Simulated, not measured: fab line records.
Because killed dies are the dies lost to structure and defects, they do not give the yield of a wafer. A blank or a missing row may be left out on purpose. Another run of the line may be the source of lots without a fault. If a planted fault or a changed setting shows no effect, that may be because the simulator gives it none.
fab line records + flow nandHarc + part 2 of 2: steps 5 to 6 of 6
record
- lots=22
- wafers=66
- lastDay=24
route steps=1159 shown A_CONTACT@857
lots untouched by any fault: they come from a run of this same line in which no faults occurred
startH: hours from the record's opening day to when the first of the lot's shown wafers began + waitH: time in hours since the lot's previous step + " the same as in the row above + L1.1+2: a single row standing in for several wafers + - no value, or no start was given + * or withheld: withheld + < > ~ a bound
route shown NAME@n: NAME is a module with steps in the file, n the number in the route of the first one + usual: the fault-free wafers' mean and standard deviation + same: alike in all rows + chamber/n: place in a boat + sites: each site's reading + _std_site: the standard deviation of these + _edge_site: inner sites' mean taken away from outer sites' mean + radiusMm: how far each site lies from the wafer's centre + mask NAME#n: copy n + behind: the most recent tool/chamber to have shaped the wafer + hold: cause of the lot's hold/its duration in hours/its outcome + device: transistor that didn't switch, given as n, p or np + end of line: at the end of the route, the tests of the same wafers + step lacking rows: just its recipe + killed: dies lost to structure and defects at the first sort, not the wafer's yield + map: the dies of a wafer, with x for killed, . for not killed, _ for no die there
set.NAME: the setting that was run; set.NAME@STEP: the one run at that earlier step + model.NAME: the simulator's own value behind a step, which no gauge read
route steps across a sampled set of lots; one table per step, one row per wafer
services: the hour from which a tool's chamber was out of use, counted from the record's first day as startH (under 0 if before that day), plus the number of hours and why
## steps
# step NHARC_A_CONTACT_ETCH_30
# recipe
- targetDepthA=605
- timeS=30.2
- cf4FlowSccm=100
- chf3FlowSccm=30
- arFlowSccm=0
- rfW=500
- biasW=200
- chemistry=CF4/CHF3
# usual
- biasW=200.0/0.61
- drypumpMotorCurrentA=5.9/0.5
- oesProductAu=0.938/0.02
- rfVppV=370.1/2.3
- showerheadPlenumPTorr=1.55/0.065
- throttleValvePct=16.802/0.009
| lot.wafer | tool       | chamber | startH | waitH | biasW | drypumpMotorCurrentA | oesProductAu | rfHoursCounterH | rfVppV | showerheadPlenumPTorr | throttleValvePct |
|-----------|------------|---------|--------|-------|-------|----------------------|--------------|-----------------|--------|-----------------------|------------------|
| L075.1    | rieDiel-13 | 0       | -      | -     | 200.5 | 5.7                  | 0.927        | 42              | 369.6  | 1.56                  | 16.797           |
| L075.6    | "          | 0       | "      | "     | 201.3 | 5.7                  | 0.935        | -               | 370.7  | 1.56                  | 16.819           |
| L075.5    | "          | 1       | "      | "     | 199.9 | 6.6                  | 0.931        | -               | 370.0  | 1.54                  | 16.824           |
| L078.1    | rieDiel-13 | 2       | -      | -     | 201.1 | 5.9                  | 0.981        | 41              | 368.0  | 1.49                  | 16.787           |
| L078.5    | "          | 1       | "      | "     | 200.0 | 6.6                  | 0.975        | -               | 370.0  | 1.54                  | 16.786           |
| L078.6    | "          | 2       | "      | "     | 200.9 | 5.9                  | 0.964        | -               | 368.4  | 1.49                  | 16.806           |
| L077.2    | rieDiel-12 | 3       | -      | -     | 199.5 | 5.4                  | 0.934        | 2               | 371.1  | 1.62                  | 16.795           |
| L077.3    | "          | 0       | "      | "     | 200.1 | 5.5                  | 0.916        | 2               | 367.0  | 1.46                  | 16.805           |
| L077.5    | "          | 3       | "      | "     | 199.9 | 5.3                  | 0.940        | -               | 370.6  | 1.62                  | 16.789           |
| L076.4    | rieDiel-10 | 2       | -      | -     | 200.7 | 5.1                  | 0.947        | 14              | 367.9  | 1.51                  | 16.802           |
| L076.2    | "          | 1       | "      | "     | 200.2 | 5.4                  | 0.925        | 12              | 373.4  | 1.64                  | 16.804           |
| L076.6    | "          | 2       | "      | "     | 199.6 | 5.0                  | 0.969        | -               | 369.8  | 1.51                  | 16.797           |
| L079.1    | rieDiel-10 | 3       | -      | -     | 198.7 | 5.8                  | 0.949        | 23              | 370.1  | 1.55                  | 16.795           |
| L079.4    | "          | 0       | "      | "     | 200.2 | 5.7                  | 0.938        | 24              | 367.8  | 1.50                  | 16.807           |
| L079.2    | "          | 1       | "      | "     | 200.0 | 5.4                  | 0.968        | 20              | 373.5  | 1.64                  | 16.812           |
| L080.2    | rieDiel-12 | 1       | -      | -     | 199.7 | 6.6                  | 0.931        | 8               | 369.3  | 1.53                  | 16.799           |
| L080.1    | "          | 2       | "      | "     | 200.6 | 6.2                  | 0.920        | 8               | 373.0  | 1.67                  | 16.811           |
| L080.5    | "          | 2       | "      | "     | 200.4 | 6.3                  | 0.921        | -               | 374.6  | 1.67                  | 16.806           |
| L081.1    | rieDiel-10 | 2       | -      | -     | 200.3 | 5.0                  | 0.918        | 25              | 368.0  | 1.51                  | 16.800           |
| L081.4    | "          | 1       | "      | "     | 200.6 | 5.4                  | 0.929        | 21              | 371.2  | 1.64                  | 16.800           |
| L081.6    | "          | 3       | "      | "     | 200.2 | 5.8                  | 0.936        | -               | 369.7  | 1.55                  | 16.798           |
| L083.2    | rieDiel-10 | 0       | -      | -     | 199.8 | 5.8                  | 0.968        | 28              | 369.1  | 1.50                  | 16.801           |
| L083.1    | "          | 1       | "      | "     | 199.8 | 5.4                  | 0.970        | 23              | 372.9  | 1.63                  | 16.813           |
| L083.5    | "          | 3       | "      | "     | 200.3 | 5.8                  | 0.959        | -               | 370.3  | 1.55                  | 16.802           |
| L084.2    | rieDiel-13 | 1       | -      | -     | 199.8 | 6.6                  | 0.929        | 62              | 370.0  | 1.54                  | 16.805           |
| L084.3    | "          | 2       | "      | "     | 199.7 | 5.8                  | 0.923        | 58              | 369.0  | 1.49                  | 16.802           |
| L084.5    | "          | 0       | "      | "     | 199.0 | 5.7                  | 0.939        | -               | 370.1  | 1.56                  | 16.806           |
| L082.1    | rieDiel-12 | 0       | -      | -     | 199.9 | 5.5                  | 0.931        | 10              | 367.3  | 1.46                  | 16.787           |
| L082.4    | "          | 2       | "      | "     | 199.9 | 6.3                  | 0.916        | 10              | 374.8  | 1.67                  | 16.807           |
| L082.6    | "          | 0       | "      | "     | 199.9 | 5.4                  | 0.925        | -               | 365.5  | 1.46                  | 16.801           |
| L086.3    | rieDiel-12 | 2       | -      | -     | 200.0 | 6.3                  | 0.909        | 13              | 374.7  | 1.67                  | 16.785           |
| L086.1    | "          | 1       | "      | "     | 200.6 | 6.6                  | 0.927        | 12              | 368.3  | 1.53                  | 16.783           |
| L086.6    | "          | 2       | "      | "     | 200.1 | 6.3                  | 0.915        | -               | 373.3  | 1.67                  | 16.817           |
| L087.3    | rieDiel-12 | 1       | -      | -     | 199.9 | 6.6                  | 0.927        | 13              | 370.7  | 1.53                  | 16.803           |
| L087.5    | "          | 3       | "      | "     | 199.7 | 5.4                  | 0.928        | -               | 370.6  | 1.61                  | 16.797           |
| L087.6    | "          | 0       | "      | "     | 199.9 | 5.5                  | 0.928        | -               | 365.9  | 1.46                  | 16.794           |
| L085.1    | rieDiel-13 | 3       | -      | -     | 200.3 | 6.2                  | 0.950        | 1               | 370.1  | 1.53                  | 16.801           |
| L085.6    | "          | 0       | "      | "     | 199.0 | 5.7                  | 0.950        | -               | 370.6  | 1.56                  | 16.779           |
| L085.5    | "          | 1       | "      | "     | 199.5 | 6.6                  | 0.937        | -               | 370.6  | 1.54                  | 16.792           |
| L089.1    | rieDiel-13 | 2       | -      | -     | 200.3 | 5.9                  | 0.977        | 5               | 367.3  | 1.48                  | 16.801           |
| L089.2    | "          | 1       | "      | "     | 201.2 | 6.6                  | 0.956        | 5               | 369.8  | 1.54                  | 16.789           |
| L089.5    | "          | 3       | "      | "     | 201.4 | 6.2                  | 0.980        | -               | 369.3  | 1.53                  | 16.799           |
| L088.2    | rieDiel-12 | 3       | -      | -     | 200.2 | 5.3                  | 0.920        | 17              | 371.3  | 1.61                  | 16.807           |
| L088.4    | "          | 0       | "      | "     | 199.4 | 5.4                  | 0.930        | 17              | 366.2  | 1.46                  | 16.797           |
| L088.1    | "          | 1       | "      | "     | 199.0 | 6.6                  | 0.930        | 17              | 369.3  | 1.53                  | 16.796           |
| L090.3    | rieDiel-12 | 3       | -      | -     | 200.0 | 5.3                  | 0.943        | 18              | 372.5  | 1.61                  | 16.803           |
| L090.1    | "          | 0       | "      | "     | 200.2 | 5.5                  | 0.930        | 17              | 367.5  | 1.46                  | 16.792           |
| L090.6    | "          | 3       | "      | "     | 199.5 | 5.3                  | 0.936        | -               | 372.4  | 1.61                  | 16.798           |
| L092.2    | rieDiel-12 | 1       | -      | -     | 198.7 | 6.6                  | 0.956        | 19              | 370.0  | 1.53                  | 16.811           |
| L092.1    | "          | 2       | "      | "     | 200.4 | 6.3                  | 0.969        | 21              | 374.2  | 1.67                  | 16.801           |
| L092.4    | "          | 3       | "      | "     | 199.1 | 5.3                  | 0.989        | 20              | 372.5  | 1.61                  | 16.808           |
| L094.3    | rieDiel-12 | 3       | -      | -     | 200.4 | 5.3                  | 0.985        | 20              | 372.6  | 1.61                  | 16.796           |
| L094.4    | "          | 1       | "      | "     | 199.5 | 6.6                  | 0.964        | 20              | 369.0  | 1.53                  | 16.813           |
| L094.1    | "          | 2       | "      | "     | 200.5 | 6.3                  | 0.959        | 21              | 373.8  | 1.66                  | 16.801           |
| L093.3    | rieDiel-13 | 0       | -      | -     | 199.2 | 5.7                  | 0.923        | 14              | 369.7  | 1.55                  | 16.816           |
| L093.4    | "          | 2       | "      | "     | 199.5 | 5.9                  | 0.931        | 15              | 367.2  | 1.48                  | 16.812           |
| L093.1    | "          | 3       | "      | "     | 200.1 | 6.2                  | 0.941        | 14              | 370.8  | 1.53                  | 16.819           |
| L091.1    | rieDiel-12 | 3       | -      | -     | 202.1 | 5.3                  | 0.926        | 22              | 373.5  | 1.61                  | 16.807           |
| L091.6    | "          | 0       | "      | "     | 199.5 | 5.4                  | 0.924        | -               | 366.8  | 1.46                  | 16.807           |
| L091.5    | "          | 1       | "      | "     | 200.1 | 6.6                  | 0.924        | -               | 368.2  | 1.53                  | 16.802           |
| L096.4    | rieDiel-13 | 0       | -      | -     | 199.4 | 5.7                  | 0.944        | 22              | 370.5  | 1.55                  | 16.778           |
| L096.2    | "          | 1       | "      | "     | 200.5 | 6.6                  | 0.931        | 23              | 368.2  | 1.53                  | 16.810           |
| L096.6    | "          | 2       | "      | "     | 200.2 | 5.8                  | 0.935        | -               | 367.2  | 1.48                  | 16.796           |
| L097.3    | rieDiel-12 | 2       | -      | -     | 200.4 | 6.3                  | 0.920        | 29              | 373.5  | 1.66                  | 16.817           |
| L097.1    | "          | 3       | "      | "     | 200.3 | 5.3                  | 0.938        | 28              | 370.8  | 1.61                  | 16.802           |
| L097.5    | "          | 2       | "      | "     | 200.8 | 6.3                  | 0.916        | -               | 373.3  | 1.66                  | 16.796           |
# step NHARC_A_CONTACT_ETCH_31
# recipe
- targetDepthA=20000
- overEtchFrac=0.3
- timeS=520
- ionEnergyEv=150
- o2FlowSccm=400
- cosFlowSccm=20
- arFlowSccm=0
- rfW=500
- biasW=300
- chemistry=O2/COS
# usual
- biasW=300.0/0.99
- drypumpMotorCurrentA=5.9/0.48
- oesProductAu=1.003/0.0087
- rfVppV=313.5/2
- showerheadPlenumPTorr=3.07/0.13
- throttleValvePct=28.331/0.0093
| lot.wafer | tool       | chamber | startH | waitH | biasW | drypumpMotorCurrentA | oesProductAu | rfHoursCounterH | rfVppV | showerheadPlenumPTorr | throttleValvePct |
|-----------|------------|---------|--------|-------|-------|----------------------|--------------|-----------------|--------|-----------------------|------------------|
| L075.1    | rieDiel-13 | 2       | -      | -     | 299.7 | 5.9                  | 1.010        | 40              | 310.9  | 2.95                  | 28.337           |
| L075.5    | "          | 2       | "      | "     | 300.0 | 5.9                  | 1.016        | -               | 311.9  | 2.95                  | 28.350           |
| L075.6    | "          | 3       | "      | "     | 298.6 | 6.2                  | 1.012        | -               | 312.6  | 3.05                  | 28.310           |
| L078.1    | rieDiel-13 | 3       | -      | -     | 299.2 | 6.2                  | 1.004        | 42              | 312.6  | 3.05                  | 28.336           |
| L078.6    | "          | 3       | "      | "     | 299.6 | 6.2                  | 1.004        | -               | 313.2  | 3.05                  | 28.335           |
| L078.5    | "          | 0       | "      | "     | 299.4 | 5.7                  | 1.007        | -               | 313.0  | 3.10                  | 28.323           |
| L077.2    | rieDiel-12 | 2       | -      | -     | 300.2 | 6.2                  | 1.013        | 2               | 317.8  | 3.31                  | 28.342           |
| L077.3    | "          | 0       | "      | "     | 299.8 | 5.5                  | 1.008        | 2               | 311.9  | 2.90                  | 28.330           |
| L077.5    | "          | 3       | "      | "     | 298.9 | 5.4                  | 1.026        | -               | 315.2  | 3.21                  | 28.334           |
| L076.4    | rieDiel-10 | 0       | -      | -     | 300.2 | 5.7                  | 0.977        | 14              | 312.6  | 2.99                  | 28.335           |
| L076.2    | "          | 2       | "      | "     | 298.2 | 5.1                  | 0.984        | 14              | 312.2  | 2.99                  | 28.331           |
| L076.6    | "          | 0       | "      | "     | 299.9 | 5.7                  | 0.989        | -               | 313.1  | 2.99                  | 28.324           |
| L079.2    | rieDiel-10 | 0       | -      | -     | 301.9 | 5.7                  | 0.994        | 24              | 310.9  | 2.98                  | 28.329           |
| L079.1    | "          | 2       | "      | "     | 300.1 | 5.0                  | 0.983        | 22              | 313.1  | 2.99                  | 28.334           |
| L079.4    | "          | 3       | "      | "     | 300.1 | 5.8                  | 1.005        | 23              | 312.4  | 3.07                  | 28.320           |
| L080.1    | rieDiel-12 | 1       | -      | -     | 298.3 | 6.7                  | 0.997        | 8               | 313.3  | 3.04                  | 28.340           |
| L080.2    | "          | 2       | "      | "     | 300.0 | 6.3                  | 1.000        | 9               | 316.1  | 3.31                  | 28.338           |
| L080.5    | "          | 0       | "      | "     | 300.2 | 5.5                  | 1.001        | -               | 309.6  | 2.89                  | 28.309           |
| L081.1    | rieDiel-10 | 1       | -      | -     | 299.9 | 5.4                  | 1.006        | 22              | 316.0  | 3.24                  | 28.322           |
| L081.4    | "          | 2       | "      | "     | 300.8 | 5.0                  | 0.990        | 25              | 312.4  | 2.99                  | 28.320           |
| L081.6    | "          | 0       | "      | "     | 299.6 | 5.7                  | 0.986        | -               | 312.0  | 2.98                  | 28.340           |
| L083.2    | rieDiel-10 | 0       | -      | -     | 299.7 | 5.7                  | 0.996        | 30              | 311.6  | 2.98                  | 28.342           |
| L083.1    | "          | 1       | "      | "     | 299.9 | 5.4                  | 1.008        | 24              | 314.1  | 3.24                  | 28.332           |
| L083.5    | "          | 0       | "      | "     | 299.7 | 5.7                  | 1.005        | -               | 310.8  | 2.98                  | 28.326           |
| L084.2    | rieDiel-13 | 3       | -      | -     | 298.8 | 6.2                  | 1.011        | 62              | 311.7  | 3.04                  | 28.337           |
| L084.3    | "          | 1       | "      | "     | 300.5 | 6.6                  | 1.018        | 62              | 312.8  | 3.05                  | 28.319           |
| L084.5    | "          | 0       | "      | "     | 299.5 | 5.7                  | 1.001        | -               | 313.1  | 3.09                  | 28.345           |
| L082.4    | rieDiel-12 | 1       | -      | -     | 300.3 | 6.6                  | 1.003        | 10              | 312.6  | 3.04                  | 28.328           |
| L082.1    | "          | 3       | "      | "     | 297.6 | 5.4                  | 1.010        | 11              | 317.0  | 3.21                  | 28.321           |
| L082.6    | "          | 2       | "      | "     | 299.5 | 6.3                  | 0.984        | -               | 317.6  | 3.31                  | 28.328           |
| L086.3    | rieDiel-12 | 0       | -      | -     | 300.0 | 5.5                  | 1.007        | 13              | 312.6  | 2.89                  | 28.346           |
| L086.1    | "          | 2       | "      | "     | 297.8 | 6.3                  | 0.993        | 13              | 317.1  | 3.31                  | 28.339           |
| L086.6    | "          | 1       | "      | "     | 299.5 | 6.6                  | 1.001        | -               | 313.1  | 3.04                  | 28.320           |
| L087.3    | rieDiel-12 | 0       | -      | -     | 301.2 | 5.5                  | 1.002        | 14              | 311.5  | 2.89                  | 28.345           |
| L087.5    | "          | 3       | "      | "     | 297.7 | 5.4                  | 0.991        | -               | 315.9  | 3.20                  | 28.348           |
| L087.6    | "          | 0       | "      | "     | 301.2 | 5.5                  | 1.005        | -               | 310.1  | 2.89                  | 28.316           |
| L085.1    | rieDiel-13 | 3       | -      | -     | 298.1 | 6.2                  | 1.000        | 1               | 313.7  | 3.04                  | 28.343           |
| L085.6    | "          | 2       | "      | "     | 301.3 | 5.9                  | 1.008        | -               | 312.9  | 2.94                  | 28.325           |
| L085.5    | "          | 3       | "      | "     | 299.4 | 6.2                  | 0.997        | -               | 312.8  | 3.04                  | 28.320           |
| L089.2    | rieDiel-13 | 2       | -      | -     | 299.5 | 5.9                  | 1.002        | 5               | 311.7  | 2.94                  | 28.325           |
| L089.1    | "          | 0       | "      | "     | 300.5 | 5.7                  | 0.998        | 5               | 314.0  | 3.09                  | 28.332           |
| L089.5    | "          | 2       | "      | "     | 298.1 | 5.8                  | 1.007        | -               | 311.1  | 2.94                  | 28.322           |
| L088.2    | rieDiel-12 | 2       | -      | -     | 299.0 | 6.2                  | 1.012        | 17              | 316.5  | 3.30                  | 28.336           |
| L088.4    | "          | 3       | "      | "     | 299.9 | 5.4                  | 1.018        | 18              | 316.3  | 3.20                  | 28.344           |
| L088.1    | "          | 0       | "      | "     | 300.4 | 5.5                  | 1.023        | 17              | 310.9  | 2.89                  | 28.338           |
| L090.1    | rieDiel-12 | 2       | -      | -     | 300.4 | 6.3                  | 0.999        | 18              | 316.4  | 3.30                  | 28.329           |
| L090.3    | "          | 1       | "      | "     | 301.7 | 6.6                  | 1.004        | 17              | 313.7  | 3.04                  | 28.313           |
| L090.6    | "          | 2       | "      | "     | 297.8 | 6.3                  | 0.995        | -               | 316.0  | 3.30                  | 28.309           |
| L092.4    | rieDiel-12 | 1       | -      | -     | 299.7 | 6.6                  | 0.998        | 20              | 312.2  | 3.03                  | 28.327           |
| L092.1    | "          | 3       | "      | "     | 300.0 | 5.3                  | 1.003        | 20              | 315.4  | 3.20                  | 28.326           |
| L092.2    | "          | 0       | "      | "     | 301.1 | 5.5                  | 1.003        | 19              | 310.8  | 2.89                  | 28.351           |
| L094.4    | rieDiel-12 | 0       | -      | -     | 299.0 | 5.5                  | 1.009        | 20              | 310.9  | 2.89                  | 28.317           |
| L094.3    | "          | 1       | "      | "     | 300.2 | 6.6                  | 1.010        | 20              | 312.0  | 3.03                  | 28.341           |
| L094.1    | "          | 2       | "      | "     | 299.3 | 6.3                  | 1.006        | 21              | 316.9  | 3.30                  | 28.326           |
| L093.4    | rieDiel-13 | 1       | -      | -     | 302.6 | 6.6                  | 1.004        | 15              | 313.1  | 3.04                  | 28.332           |
| L093.3    | "          | 2       | "      | "     | 299.8 | 5.9                  | 1.005        | 15              | 313.1  | 2.94                  | 28.350           |
| L093.1    | "          | 3       | "      | "     | 300.1 | 6.2                  | 1.012        | 14              | 313.4  | 3.03                  | 28.333           |
| L091.1    | rieDiel-12 | 3       | -      | -     | 300.0 | 5.3                  | 1.012        | 22              | 314.8  | 3.20                  | 28.340           |
| L091.5    | "          | 3       | "      | "     | 299.5 | 5.4                  | 1.005        | -               | 316.4  | 3.20                  | 28.342           |
| L091.6    | "          | 0       | "      | "     | 299.6 | 5.5                  | 1.005        | -               | 312.9  | 2.89                  | 28.323           |
| L096.4    | rieDiel-13 | 3       | -      | -     | 300.9 | 6.2                  | 1.001        | 22              | 311.9  | 3.03                  | 28.320           |
| L096.2    | "          | 0       | "      | "     | 300.8 | 5.7                  | 1.003        | 22              | 312.0  | 3.08                  | 28.326           |
| L096.6    | "          | 3       | "      | "     | 300.8 | 6.2                  | 1.008        | -               | 313.0  | 3.03                  | 28.329           |
| L097.1    | rieDiel-12 | 0       | -      | -     | 301.4 | 5.5                  | 1.007        | 28              | 311.2  | 2.88                  | 28.323           |
| L097.3    | "          | 1       | "      | "     | 298.3 | 6.6                  | 0.998        | 28              | 315.7  | 3.03                  | 28.334           |
| L097.5    | "          | 0       | "      | "     | 300.9 | 5.4                  | 1.013        | -               | 310.0  | 2.88                  | 28.334           |
## services
| tool          | chamber | startH | hours | kind      |
|---------------|---------|--------|-------|-----------|
| rieDiel-10    | -       | 354.16 | 9.0   | pm        |
| rieDiel-12    | 2       | 354.91 | 22.2  | repair    |
| rieDiel-12    | 0       | 358.72 | -     | clean     |
| rieDiel-12    | 1       | 358.72 | -     | clean     |
| rieDiel-12    | 3       | 358.72 | -     | clean     |
| rieDiel-13    | -       | 375.21 | 2.7   | repair    |
| rieDiel-12    | -       | 379.40 | 9.0   | pm        |
| rieDiel-12    | 0       | 379.40 | 9.0   | ventCycle |
| rieDiel-12    | 1       | 379.40 | 9.0   | ventCycle |
| rieDiel-12    | 2       | 379.40 | 9.0   | ventCycle |
| rieDiel-12    | 3       | 379.40 | 9.0   | ventCycle |
| rieDiel-13    | 2       | 381.87 | 3.8   | repair    |
| rieDiel-10    | 1       | 387.50 | 7.1   | repair    |
| rieDiel-12    | 0       | 388.40 | -     | clean     |
| rieDiel-12    | 1       | 388.40 | -     | clean     |
| rieDiel-10    | 3       | 401.02 | 1.2   | repair    |
| rieDiel-10    | 1       | 425.89 | 3.1   | repair    |
| rieDiel-10    | -       | 441.10 | 0.4   | repair    |
| rieDiel-13    | -       | 453.04 | 9.0   | pm        |
| rieDiel-10    | -       | 477.16 | 0.5   | repair    |
| rieDiel-10    | 3       | 488.32 | 7.0   | repair    |
| harCapEtch-01 | -       | 494.26 | 0.7   | repair    |
| rieDiel-10    | 1       | 494.55 | 10.0  | repair    |
| rieDiel-13    | 2       | 525.44 | 14.1  | repair    |
